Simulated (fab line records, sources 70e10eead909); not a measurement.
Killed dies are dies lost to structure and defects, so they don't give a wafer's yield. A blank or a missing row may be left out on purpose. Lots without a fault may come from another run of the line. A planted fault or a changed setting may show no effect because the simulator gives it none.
A struck lot beside a sound one | flow nand_harc | 17 steps out of a route of 1159
Sound: wafers L105.1, L105.5, L105.6. Struck: wafers L106.2, L106.6. (L106.5 of the same lot was not struck and is left out.) The cause comes at the end.
At each step with rows: each side's tool, then ch and its chambers, then its first start. Under that, the readings that differ: sound wafers | struck wafers | difference of the means | sigmas: that difference in standard deviations of wafers without a fault.
alike: readings whose means differ by less than 2 such deviations, and words and numbers that are the same on both sides. not compared: withheld readings, readings that some wafer has no value for, bounds like >300 that may hide the same value, and numbers for which the record gives no deviation and whose values overlap.
The two part at a step that has a row with sigmas, a row that says differs or no value, or rows on one side only. Numbers that don't overlap but have no deviation are shown without sigmas and don't part them. A reading that every wafer of one side lacks parts them only if that side has two wafers or more.

NHARC_P_M0_OVL_MEAS_10: pitch 180 nm.
  sound on overlay-02, day 8 13:38; struck on overlay-02, day 9 04:34
  alike: overlay_x_nm, overlay_y_nm
NHARC_P_M0_INSPECT_11:
  sound on defect_inspect-01, day 8 13:40; struck on defect_inspect-01, day 9 04:37
  alike: raw_defect_count
then, 1 step without rows for these wafers: NHARC_P_M0_DESCUM_14 (chemistry O2, time 3 s).
NHARC_P_M0_ETCH_34: etches the open film in N2/H2, target depth 40 nm, overetch 12 nm, time 43.94 s.
  sound on rie_diel-12 ch 0,1, day 8 13:50; struck on rie_diel-02 ch 1,2, day 9 04:45
  alike: drypump_motor_current_A, n2_flow_sccm, oes_product_au, rf_fwd_power_W, rf_vpp_V, showerhead_plenum_p_Torr, throttle_valve_pct
  not compared: rf_hours_counter_h
NHARC_P_M0_ETCH_15: etches the open film in C4F8/Ar, target depth 150 nm, overetch 15 nm, time 82.5 s.
  sound on rie_diel-12 ch 0,2,3; struck on rie_diel-02 ch 1,2
  alike: oes_product_au, rf_fwd_power_W, rf_vpp_V
  not compared: rf_hours_counter_h
NHARC_P_M0_CD_MEAS_16:
  sound on cd_sem-03, day 8 14:02; struck on cd_sem-02, day 9 04:58
  alike: cd_nm
NHARC_P_M0_STRIP_18: strips in N2/H2.
  sound on rie_diel-02 ch 1,2, day 8 14:09; struck on rie_diel-12 ch 0, day 9 05:02
  alike: drypump_motor_current_A, n2_flow_sccm, oes_product_au, power_w, rf_fwd_power_W, rf_vpp_V, showerhead_plenum_p_Torr, throttle_valve_pct
  not compared: rf_hours_counter_h
then, 2 steps without rows for these wafers: NHARC_P_M0_STRIP_19 (strips in post etch residue remover, time 600 s); NHARC_P_M0_DEGAS_28 (time 60 s).
NHARC_P_M0_PRE_CLEAN_29: time 30 s.
  sound on pvd_sputter-03; struck on pvd_sputter-02
  alike: heater_power_w
then, 2 steps without rows for these wafers: NHARC_P_M0_PVD_20 (deposits TaN, target thk 5 nm, time 8.06 s); NHARC_P_M0_PVD_21 (deposits Cu, target thk 30 nm, time 20.49 s).
NHARC_P_M0_ECD_22: material Cu, target thk 400 nm.
  sound on ecd_cu-01 ch 0,1, day 8 15:05; struck on ecd_cu-01 ch 0,1, day 9 06:00
NHARC_P_M0_ANNEAL_30: time 90 s.
  sound on rtp_anneal-01 ch 0, day 8 15:25; struck on rtp_anneal-02 ch 0, day 9 06:24
  alike: wafer_temp_C_max
NHARC_P_M0_CMP_23: polishes, t overpolish 20 s, target thk 117.53 nm.
  sound on cmp-01 ch 0,1,3, day 8 15:49; struck on cmp-03 ch 0,3, day 9 06:43
  reading                | sound          | struck   | difference | sigmas
  time_to_endpoint_s (s) | 28.2 27.2 28.9 | 10.8 9.8 | -17.8      | -7
  alike: motor_current_A
  not compared: pad_life_wafers
NHARC_P_M0_THK_MEAS_24: measures by xrf.
  sound on film_metro-01, day 8 16:05; struck on film_metro-01, day 9 07:02
  alike: thk_nm
-- the record jumps here: 14 days lie between the struck wafers' starts before and after (it left off in module P_M0 and takes up again in module END, whose first step shown is number 1159 of the route) --
NHARC_END_SORT_01:
  sound on prober-02 ch 0, day 21 13:49; struck on prober-02 ch 0, day 23 01:22
  alike: defect_limited_yield, killed_at_array, killed_at_other, killed_at_periphery, killed_dies, killed_open, killed_short, sort_bin_2_pct, sort_bin_3_pct, sort_bin_4_pct, sort_n_pass, sort_rim_yield_pct, sort_yield_pct

WHERE THEY PART
Only at NHARC_P_M0_CMP_23, within this record. Later steps at which nothing parts them and some readings are alike: NHARC_P_M0_THK_MEAS_24, NHARC_END_SORT_01.

WHY: what the simulator had put in
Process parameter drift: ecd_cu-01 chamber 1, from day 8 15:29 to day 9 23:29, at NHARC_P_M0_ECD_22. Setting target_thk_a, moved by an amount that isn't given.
